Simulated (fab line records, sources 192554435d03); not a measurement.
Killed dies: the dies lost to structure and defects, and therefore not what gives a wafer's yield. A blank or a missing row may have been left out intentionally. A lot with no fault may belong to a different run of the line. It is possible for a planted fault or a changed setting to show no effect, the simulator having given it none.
A struck lot beside a sound one || flow n5 finfet || 39 out of 1938 route steps
Sound: wafers L972.1, L972.3, L972.4. Struck: wafer L978.6. (L978.2 of the same lot was not struck and is left out.) The cause comes at the end.
Order at every step that has rows: each side's tool, ch and its chambers, its first start. Under that, the readings that differ: sound wafers || struck wafers || difference of the means || sigmas: that difference in standard deviations of wafers without a fault.
alike: a reading whose means differ by less than 2 such deviations, as well as words and numbers matching on both sides. not compared: withheld readings; readings where some wafer has no value; bounds like >300 that might hide an equal value; numbers whose values overlap and for which the record gives no deviation.
A row with sigmas, a row that says differs or no value, or rows on one side alone: a step with any of these is where the two part. Non-overlapping numbers with no deviation appear without sigmas and do not part them. A reading missing from all wafers of one side parts the sides only when that side holds two or more wafers.

first, 9 steps without rows for these wafers: N5_HKMG_FIN_DESCUM_17 (chemistry O2, time 7.9 s); N5_HKMG_FIN_ETCH_31 (etches SiARC in CF4, target depth 45.5 nm, time 75.8 s); N5_HKMG_FIN_ETCH_32 (etches SOC in N2/H2, target depth 240 nm, time 300 s); N5_HKMG_FIN_STRIP_33 (strips in N2/H2); N5_HKMG_FIN_STRIP_34 (strips in CF4); N5_HKMG_FIN_ETCH_35 (etches SOC in N2/H2, target depth 215.8 nm, time 243.4 s); N5_HKMG_FIN_STRIP_92 (strips SOC in N2/H2, time 20 s); N5_HKMG_FIN_WET_ETCH_18 (etches TiN in SC1, time 55 s, target depth 5.2 nm, rinse time 30 s); N5_HKMG_FIN_STRIP_19 (strips in N2/H2, time 360 s).
N5_HKMG_FIN_ALD_91: deposits TiN, target thk 1 nm, pulse time 1 s, purge time 3 s.
  sound on ald metal-03 ch 0,1,3, day 4 12:17; struck on ald metal-03 ch 1, day 5 22:36
{"reading": "ald cycles", "sound": "47 47 47", "struck": 59, "difference": "+12", "sigmas": ""}
  alike: heater power w, precursor pulse height rel
then, 27 steps without rows for these wafers: N5_HKMG_FIN_COAT_85 (time 60 s, resist thk 300 nm); N5_HKMG_FIN_ETCH_86 (etches SOC in N2/H2, stops on TiN, target depth 393.2 nm); N5_HKMG_FIN_STRIP_89 (strips SOC in N2/H2, time 20 s); N5_HKMG_FIN_WET_ETCH_87 (etches TiN in SC1, time 154.2 s, target depth 4.7 nm, rinse time 30 s); N5_HKMG_FIN_STRIP_88 (strips in N2/H2, time 360 s); N5_HKMG_FIN_NWFM_ALD_20 (deposits TiAlC, target thk 2 nm, pulse time 3 s, purge time 2 s); N5_HKMG_FIN_ALD_71 (deposits TiN, target thk 1 nm, pulse time 1 s, purge time 3 s); N5_HKMG_FIN_COAT_66 (time 60 s, resist thk 300 nm); N5_HKMG_FIN_ETCH_67 (etches SOC in N2/H2, stops on TiN, target depth 388.9 nm); N5_HKMG_FIN_STRIP_90 (strips SOC in N2/H2, time 20 s); N5_HKMG_FIN_WET_ETCH_73 (etches the open film in SC1, time 42.3 s, target depth 1.3 nm, rinse time 30 s); N5_HKMG_FIN_ETCHBACK_68 (etches the open film in Cl2/Ar, stops on HfO2, target depth 0.5 nm); N5_HKMG_FIN_STRIP_69 (strips in N2/H2, time 360 s); N5_HKMG_FIN_ALD_21 (deposits TiN, target thk 1.5 nm, pulse time 1 s, purge time 3 s); N5_HKMG_FIN_ALD_72 (deposits W, target thk 2 nm, pulse time 1 s, purge time 2 s); N5_HKMG_FIN_W_FILL_22 (material W, target thk 60 nm, time 18.2 s); N5_HKMG_FIN_PRECLEAN_83 (cleans in DIW, time 57.5 s); N5_HKMG_FIN_SRD_84 (dry time 32 s); N5_HKMG_FIN_CMP_23 (polishes, stops on SiNx, t overpolish 10 s, target thk 46.326 nm); N5_HKMG_FIN_CMP_94 (polishes, stops on SiNx, t overpolish 4.7 s, target thk 43.299 nm); N5_GATE_CUT_ETCHBACK_00 (etches W in SF6/Cl2); N5_GATE_CUT_ETCH_56 (etches TiN in Cl2/Ar, target depth 21.6 nm); N5_GATE_CUT_ETCHBACK_30 (etches TiN in Cl2/Ar, target depth 3 nm); N5_GATE_CUT_VAPOR_ETCH_60 (etches HfO2 in BCl3/Cl2); N5_GATE_CUT_ETCH_58 (etches SiNx in CH3F/O2, target depth 17 nm, time 128.6 s); N5_GATE_CUT_STRIP_59 (strips in N2/H2, time 20 s); N5_GATE_CUT_PRECLEAN_31 (cleans in DIW, time 300 s).
-- here the record skips 4 days between the struck wafers' starts before and after, leaving off in module GATE_CUT and picking up in module BEOL_M4 (first step shown: number 1111 of the route) --
N5_BEOL_M4_RC_MEAS_101:
  sound on prober-01 ch 0, day 8 23:37; struck on prober-01 ch 0, day 10 09:52
{"reading": "IOFF_N (nA/um)", "sound": "0.15 0.16 0.09", "struck": 0.06, "difference": -0.07, "sigmas": -2}
{"reading": "IOFF_N_LIN (nA/um)", "sound": "0.072 0.071 0.046", "struck": 0.029, "difference": -0.034, "sigmas": -2}
{"reading": "IOFF_N_LONG (nA/um)", "sound": "5.43e-05 5.65e-05 5.56e-05", "struck": 3.31e-05, "difference": -2.24e-05, "sigmas": -9}
{"reading": "IOFF_P (nA/um)", "sound": "0.26 0.25 0.18", "struck": 0.37, "difference": "+0.14", "sigmas": "+3"}
{"reading": "IOFF_P_85C (nA/um)", "sound": "4.4 4.2 3.2", "struck": 5.7, "difference": "+1.8", "sigmas": "+3"}
{"reading": "IOFF_P_LIN (nA/um)", "sound": "0.125 0.118 0.093", "struck": 0.172, "difference": "+0.060", "sigmas": "+4"}
{"reading": "IOFF_P_LONG (nA/um)", "sound": "0.000136 0.000122 0.000117", "struck": 0.000158, "difference": "+0.000033", "sigmas": "+3"}
{"reading": "ION_N (uA/um)", "sound": "668 668 642", "struck": 613, "difference": -46, "sigmas": -3}
{"reading": "ION_P (uA/um)", "sound": "474 467 460", "struck": 487, "difference": "+20", "sigmas": "+2"}
{"reading": "VT_N (mV)", "sound": "250 252 258", "struck": 278, "difference": "+25", "sigmas": "+6"}
{"reading": "VT_N_LONG (mV)", "sound": "275.2 276.9 276.4", "struck": 305.7, "difference": "+29.5", "sigmas": "+13"}
{"reading": "VT_N_LVT (mV)", "sound": "99 98 107", "struck": 126, "difference": "+25", "sigmas": "+6"}
{"reading": "VT_P (mV)", "sound": "-244 -247 -248", "struck": -235, "difference": "+11", "sigmas": "+3"}
{"reading": "VT_P_LONG (mV)", "sound": "-270.9 -272.7 -268.7", "struck": -260.6, "difference": "+10.2", "sigmas": "+3"}
{"reading": "VT_P_LVT (mV)", "sound": "-95 -95 -100", "struck": -85, "difference": "+12", "sigmas": "+3"}
  alike: DIBL_N, DIBL_P, IOFF_N_85C, SS_N, SS_P
-- a jump in the record: the struck wafers' starts before and after are 4 days apart (it breaks off in module BEOL_M4 and resumes in module PASSIVATION, where the first step shown is number 1936 of the route) --
N5_PASSIVATION_PROBE_49:
  the record has rows for the struck wafers here (prober-02, day 14 16:05) and none for the sound ones

## WHERE THEY PART
At N5_BEOL_M4_RC_MEAS_101 first; at N5_PASSIVATION_PROBE_49 last (within this record only).

WHY: whatever the simulator had introduced
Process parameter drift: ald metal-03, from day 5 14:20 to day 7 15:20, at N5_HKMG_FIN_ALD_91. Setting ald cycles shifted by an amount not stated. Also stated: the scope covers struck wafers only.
